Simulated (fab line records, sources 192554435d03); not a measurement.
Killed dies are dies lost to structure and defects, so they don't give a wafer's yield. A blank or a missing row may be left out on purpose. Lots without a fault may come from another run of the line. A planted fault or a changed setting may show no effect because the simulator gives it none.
One fault seen from 2 desks | flow n5_finfet | each desk has only its own numbers; what lay behind them comes last

THE TOOL OWNER'S DESK: cvd_w-02
The tool's own readings at N5_HKMG_FIN_ALD_72 (deposits W, target thk 2 nm, pulse time 1 s, purge time 2 s): means of the sampled wafers that have a number, for each lot that ran on this tool. A lot is out of limits, marked OUT, if its mean lies more than 4 standard deviations from the usual mean; the brackets give that distance.
Columns: A = heater_power_w at N5_HKMG_FIN_ALD_72, usual 452 W; B = precursor_pulse_height_rel at N5_HKMG_FIN_ALD_72, usual 0.998; C = susceptor_temp_C at N5_HKMG_FIN_ALD_72, usual 299.97 C
lot  | first seen here | A   | B     | C
L670 | day 5 03:28     | 457 | 1.005 | 299.92
L672 | day 5 17:05     | 444 | 1.010 | 299.86
L684 | day 8 12:40     | 459 | 0.993 | 300.04
L687 | day 9 07:09     | 454 | 1.013 | 299.80
This desk's finding: nothing out of limits on any of the 4 lots.

THE METROLOGY DESK
What the gauges read, lot by lot, whatever tool the lot ran on: means of the sampled wafers that have a number. A lot is out of limits, marked OUT, if its mean lies more than 4 standard deviations from the usual mean; the brackets give that distance. Of its 10 readings 7 are shown: those that lie furthest out on some lot.
Columns: A = DIBL_N at N5_BEOL_M4_RC_MEAS_101, usual 36.0 mV/V; B = DIBL_P at N5_BEOL_M4_RC_MEAS_101, usual 36.3 mV/V; C = IOFF_N at N5_BEOL_M4_RC_MEAS_101, usual 0.16 nA/um; D = IOFF_P at N5_BEOL_M4_RC_MEAS_101, usual 0.21 nA/um; E = SS_N at N5_BEOL_M4_RC_MEAS_101, usual 71.4 mV/dec; F = VT_N at N5_BEOL_M4_RC_MEAS_101, usual 250 mV; G = VT_P at N5_BEOL_M4_RC_MEAS_101, usual -250.9 mV
lot  | first seen here | A    | B    | C    | D    | E    | F   | G
L670 | day 9 03:07     | 33.7 | 32.4 | 0.14 | 0.19 | 71.1 | 249 | -249.3
L672 | day 10 02:00    | 34.2 | 34.7 | 0.12 | 0.17 | 71.0 | 254 | -253.8
L678 | day 10 11:23    | 34.2 | 34.4 | 0.12 | 0.18 | 70.5 | 256 | -252.0
L684 | day 12 16:12    | 35.2 | 37.0 | 0.16 | 0.21 | 71.2 | 248 | -249.5
L686 | day 12 17:22    | 36.4 | 37.0 | 0.16 | 0.21 | 71.5 | 251 | -251.4
L685 | day 12 22:46    | 36.6 | 37.5 | 0.15 | 0.22 | 71.6 | 253 | -249.8
L687 | day 12 22:59    | 35.5 | 35.1 | 0.14 | 0.19 | 71.1 | 253 | -251.4
L688 | day 14 04:22    | 36.0 | 34.9 | 0.14 | 0.20 | 71.1 | 248 | -252.1
L690 | day 14 06:26    | 38.1 | 37.2 | 0.17 | 0.22 | 71.9 | 249 | -250.7
This desk's finding: nothing out of limits on any of the 9 lots.

PUT TOGETHER
The tool owner's desk saw nothing out of limits.
The metrology desk saw nothing out of limits.

WHAT THE SIMULATOR HAD PUT IN
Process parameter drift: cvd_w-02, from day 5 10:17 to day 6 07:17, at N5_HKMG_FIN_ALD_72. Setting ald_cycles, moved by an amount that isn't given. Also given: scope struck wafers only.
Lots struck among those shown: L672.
